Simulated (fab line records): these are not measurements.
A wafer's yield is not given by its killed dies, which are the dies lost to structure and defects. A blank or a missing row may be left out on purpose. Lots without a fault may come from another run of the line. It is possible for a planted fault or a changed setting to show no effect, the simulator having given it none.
Comparing a struck lot with a sound one / flow n5Finfet / 37 out of 1938 route steps
Sound: wafers L190.1, L190.2, L190.5. Struck: wafers L178.1, L178.3, L178.6. At the end, the cause is stated.
Per side, at each step with rows, come the tool, then ch with its chambers, and then its first start. Under that, the readings that differ: sound wafers / struck wafers / difference of the means / sigmas: that difference in standard deviations of wafers without a fault.
alike: same words and numbers on both sides, and readings whose means sit less than 2 such deviations apart. not compared: any withheld reading, any reading some wafer has no value for, any bound like >300 that may hide the same value, and any number with overlapping values for which the record gives no deviation.
A row with sigmas, a row that says differs or no value, or rows on one side alone: a step with any of these is where the two part. Numbers that don't overlap but have no deviation are shown without sigmas and don't part them. Lack of a reading on every wafer of one side parts them only where that side has two or more wafers.

first, 9 steps without rows for these wafers: N5_BEOL_M4_ANNEAL_95 (time 240 s); N5_BEOL_M4_SPUTTER_96 (material Cu, target thk 4.5 nm, time 8.29 s); N5_BEOL_M4_ECD_50 (material Cu, target thk 300 nm); N5_BEOL_M4_ANNEAL_51 (time 90 s); N5_BEOL_M4_CMP_52 (polishes, stops on SiOC, t overpolish 6.8 s, target thk 40 nm); N5_BEOL_M4_PRE_CLEAN_60 (time 15 s); N5_BEOL_M4_CO_CAP_55 (material Co, precursor CCTBA/H2, target thk 2 nm, time 102.1 s); N5_BEOL_M4_PRE_CLEAN_56 (time 15 s); N5_BEOL_M4_DEP_57 (deposits SiCN from 3MS/NH3, target thk 8 nm, time 14 s).
N5_BEOL_M4_RC_MEAS_101:
  sound on prober-02 ch 0, day 13 04:56; struck on prober-01 ch 0, day 10 00:33
reading=VT_P (mV); sound=-258 -258 -257; struck=-249 -249 -251; difference=+8; sigmas=+3
  alike: DIBL_N, DIBL_P, IOFF_N, IOFF_P, ION_N, ION_P, SS_N, SS_P, VT_N
then, 24 steps without rows for these wafers: N5_BEOL_M5_ILD_DEP_00 (deposits SiCOH lowk from DEMS/porogen, target thk 140.64 nm, time 25.9 s); N5_BEOL_M5_CURE_79 (cures SiCOH lowk, time 240 s); N5_BEOL_M5_PECVD_70 (deposits SiO2 from TEOS/O2, target thk 16 nm, time 18 s); N5_BEOL_M5_HM_DEP_02 (deposits TiN, target thk 20 nm); N5_BEOL_M5_COAT_59 (time 60 s, resist thk 60 nm); N5_BEOL_M5_COAT_60 (time 60 s, resist thk 12 nm); N5_BEOL_M5_COAT_71 (time 60 s, resist thk 5 nm); N5_BEOL_M5_COAT_05 (resist thk 30 nm); N5_BEOL_M5_EBR_07; N5_BEOL_M5_SOFTBAKE_06 (time 60 s); N5_BEOL_M5_EXPOSE_08 (exposes mask M5, target cd 28 nm); N5_BEOL_M5_PEB_09 (peb time 60 s); N5_BEOL_M5_DEVELOP_10 (develop time 30 s); N5_BEOL_M5_DESCUM_16 (chemistry O2, time 7 s); N5_BEOL_M5_ETCH_72 (etches underlayer in N2/H2, target depth 6.5 nm, time 5.2 s); N5_BEOL_M5_ETCH_61 (etches SiARC in CF4, target depth 15.6 nm, time 26 s); N5_BEOL_M5_ETCH_62 (etches SOC in N2/H2, target depth 75 nm, overetch 15 nm, time 112.5 s); N5_BEOL_M5_STRIP_63 (strips in N2/H2); N5_BEOL_M5_STRIP_73 (strips in N2/H2); N5_BEOL_M5_STRIP_64 (strips in CF4); N5_BEOL_M5_HM_OPEN_17 (chemistry Cl2/BCl3, target TiN, target depth 20 nm, overetch 6 nm); N5_BEOL_M5_STRIP_19 (strips in O2); N5_BEOL_M5_COAT_65 (time 60 s, resist thk 60 nm); N5_BEOL_M5_COAT_66 (time 60 s, resist thk 12 nm).
-- record jumps: 2 days separate the struck wafers' starts on either side; left off in module BEOL_M5, taken up again in module BEOL_M10, whose first shown step is the route's number 1528 --
N5_BEOL_M10_ECD_50: material Cu, target thk 318 nm.
  sound on ecdCu-01 ch 0,1, day 15 17:55; struck on ecdCu-02 ch 0,1, day 12 09:46
N5_BEOL_M10_CMP_52: polishes, stops on SiCOH lowk, t overpolish 7 s, target thk 140 nm.
  sound on cmp-01 ch 0,1,2, day 15 18:20; struck on cmp-03 ch 0,2,3, day 12 10:15
reading=timeToEndpointS (s); sound=63 63 56; struck=6 3 2; difference=-57; sigmas=-15
  alike: clearingPlatenRpm, headPressurePsi, motorCurrentA, platenRpm
N5_PASSIVATION_PROBE_49:
  only the struck wafers here have rows in the record (prober-02, day 14 09:50); the sound ones have none

== WHERE THEY PART ==
At N5_BEOL_M4_RC_MEAS_101 first; at N5_PASSIVATION_PROBE_49 last (within this record only).

WHY: what the simulator had put in
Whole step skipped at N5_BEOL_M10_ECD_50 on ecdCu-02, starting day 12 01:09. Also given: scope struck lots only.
